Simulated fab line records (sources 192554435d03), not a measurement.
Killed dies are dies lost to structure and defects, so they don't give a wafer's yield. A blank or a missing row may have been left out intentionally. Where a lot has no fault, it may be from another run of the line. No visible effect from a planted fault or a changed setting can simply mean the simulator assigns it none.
Code-filled problem report in 8D (eight disciplines) form ; flow n5Finfet ; the parts of the form that need people (team, actions taken, sign-off) are left out

1. THE ISSUE
Wafers without a fault read 1500.1 rpm, standard deviation 0.85; spinSpeedRpm at N5_BEOL_M9_COAT_22 reads a mean of 1453.9 rpm on 5 wafers belonging to 2 lots. Measured from the usual mean, that is -54 standard deviations.
The step: resist thk 30 nm.
Earliest sighting: wafer L927.1 on lithoTrack-03 at day 13 17:22. At this step, 35 wafers from 12 lots have a number in the record. The rule behind "out" and "out of limits": a value lying over 4 standard deviations away from the usual mean. Any other wafer with a number is counted as sound.

2. WHAT THIS IS AND IS NOT
question;is;is not
which readings at this step;spinSpeedRpm;-
which lots;L925, L927;L911, L916, L918, L919, L923, L928, L929, L931, L932, L934
which wafers of those lots;all that have a number;-
read on which tools;lithoTrack-03;lithoTrack-01, lithoTrack-04
when;from day 13 17:22;"up to then (18 sound wafers); but 12 sound wafers of L929, L931, L932, L934 came after"

3. THE SUSPECTS, EACH WITH WHAT RULES IT OUT
Counting: a tool stays on the suspect list if, at a process step up to the reading, it processed all lots that are out and no sound lot following the first of them.
- pecvd-04 at N5_BEOL_M8_DEP_56 (deposits SiCN from 3MS/NH3, target thk 10 nm, time 17.5 s): ruled out as a lasting fault. After its first lot that is out, L927 (day 13 14:41), sound lots L931 ran on it.
- lithoTrack-03 at N5_BEOL_M9_COAT_22 (resist thk 30 nm): kept. It processed each lot that is out, first L927 at day 13 17:22, and no sound lot thereafter; up to then, the last sound lot it processed was L923 at day 13 10:55. Out on those wafers are its own readings of spinSpeedRpm.
Left after counting: lithoTrack-03 at N5_BEOL_M9_COAT_22.

4. THE CAUSE (what the simulator had put in)
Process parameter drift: lithoTrack-03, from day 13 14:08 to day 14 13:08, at N5_BEOL_M9_COAT_22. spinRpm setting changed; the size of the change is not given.
The count eliminated every tool but this one.

5. THE CHAIN OF EFFECTS, in route order
Each row: a reading where the mean over the struck wafers with a number is more than 3 standard deviations away from the usual. Only readings whose record carries a usual standard deviation are examined. hours: median over the lots of the time between each lot's start at the first step of this table that gives one and its start at this step. sigmas: the change, counted in usual standard deviations.
hours;step;reading;usual;on struck wafers;change;sigmas
0;N5_BEOL_M9_COAT_22;spinSpeedRpm;1500.1 rpm;1453.9;-46.2;-54
It contains these process steps:
- N5_BEOL_M9_COAT_22: resist thk 30 nm.

6. HOW IT WOULD HAVE BEEN CAUGHT EARLIER
First out-of-limits reading in this record: day 13 17:22, which is 3 hours after fault onset at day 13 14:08.
